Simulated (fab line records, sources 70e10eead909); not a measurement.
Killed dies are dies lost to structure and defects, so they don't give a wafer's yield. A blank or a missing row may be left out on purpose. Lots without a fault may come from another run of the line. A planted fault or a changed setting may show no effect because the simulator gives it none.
Tool commonality check | flow nand_harc | 11 lots, 33 wafers sampled

WHY IT WAS OPENED
At NHARC_A_M0_CD_MEAS_09 the reading cd_nm is flagged on 3 of 11 lots. Wafers without a fault read 80.0 nm, standard deviation 0.76.
Rule: a lot is flagged when every wafer of it that has a number lies more than 4 standard deviations from that mean, or none has a number. The other lots count as sound.

lot  | measured     | on        | cd_nm (nm), wafer by wafer | flag
L278 | day 22 20:14 | cd_sem-01 | 80.4 79.7 80.7             |
L277 | day 23 08:02 | cd_sem-01 | 80.5 79.4 80.7             |
L279 | day 23 19:16 | cd_sem-03 | 79.9 79.3 80.2             |
L281 | day 24 06:49 | cd_sem-02 | 80.0 80.4 79.7             |
L282 | day 26 00:28 | cd_sem-02 | 80.2 80.6 80.2             |
L284 | day 26 08:43 | cd_sem-03 | 80.1 80.5 81.4             |
L285 | day 26 13:11 | cd_sem-01 | 81.5 81.1 80.5             |
L286 | day 27 07:34 | cd_sem-01 | 101.2 99.9 99.7            | FLAGGED
L293 | day 29 20:19 | cd_sem-03 | 95.8 95.8 96.6             | FLAGGED
L295 | day 30 09:25 | cd_sem-02 | 95.0 94.7 96.0             | FLAGGED
L298 | day 31 17:07 | cd_sem-01 | 80.7 80.8 81.6             |
The numbers of the flagged lots are 97.2 nm on average: +17.2 nm against the usual, or +23 standard deviations.

WHICH TOOL RAN EACH LOT
The record holds 1 process step before the reading, out of a route of 1302 steps. In each cell: the tool, then ch and the chambers that the sampled wafers went through, then the start.
lot  | flag    | NHARC_A_M0_EXPOSE_06
L278 |         | arfi_scanner-03 ch 0, day 22 20:06
L277 |         | arfi_scanner-03 ch 0, day 23 07:54
L279 |         | arfi_scanner-02 ch 0, day 23 19:08
L281 |         | arfi_scanner-03 ch 0, day 24 06:40
L282 |         | arfi_scanner-01 ch 0, day 26 00:19
L284 |         | arfi_scanner-03 ch 0, day 26 08:35
L285 |         | arfi_scanner-02 ch 0, day 26 13:03
L286 | FLAGGED | arfi_scanner-03 ch 0, day 27 07:25
L293 | FLAGGED | arfi_scanner-03 ch 0, day 29 20:11
L295 | FLAGGED | arfi_scanner-03 ch 0, day 30 09:17
L298 |         | arfi_scanner-02 ch 0, day 31 16:59
What these steps do:
- NHARC_A_M0_EXPOSE_06: exposes mask A M0, target cd 80 nm.
- NHARC_A_M0_CD_MEAS_09: target cd 80 nm.

FLAGGED OVER TOTAL, TOOL BY TOOL (the gauges that took the reading come last)
step                  | tool            | lots run | flagged | share of the flagged lots | sound lots run after its first flagged lot
NHARC_A_M0_EXPOSE_06  | arfi_scanner-01 | 1        | 0       | none                      | -
NHARC_A_M0_EXPOSE_06  | arfi_scanner-02 | 3        | 0       | none                      | -
NHARC_A_M0_EXPOSE_06  | arfi_scanner-03 | 7        | 3       | all                       | 0
NHARC_A_M0_CD_MEAS_09 | cd_sem-01       | 5        | 1       | some                      | 1 (L298)
NHARC_A_M0_CD_MEAS_09 | cd_sem-02       | 3        | 1       | some                      | 0
NHARC_A_M0_CD_MEAS_09 | cd_sem-03       | 3        | 1       | some                      | 0

WHAT THE TABLE ALLOWS
1 row of the table ran every flagged lot: arfi_scanner-03 at NHARC_A_M0_EXPOSE_06.
- arfi_scanner-03 at NHARC_A_M0_EXPOSE_06: 3 of its 7 lots flagged. Its last sound lot is L284 (day 26 08:35), its first flagged lot L286 (day 27 07:25): a fault that began between those two fits. Its own readings lie more than 4 standard deviations out on every wafer of the flagged lots: exposure_dose_mJ_cm2.
One tool is left: arfi_scanner-03 at NHARC_A_M0_EXPOSE_06.

WHAT THE SIMULATOR HAD PUT IN
Process parameter drift: arfi_scanner-03, from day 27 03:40 on, at NHARC_A_M0_EXPOSE_06. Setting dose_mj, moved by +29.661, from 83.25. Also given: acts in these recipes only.
Lots struck among those shown: L286, L293, L295. The rule above found the same.
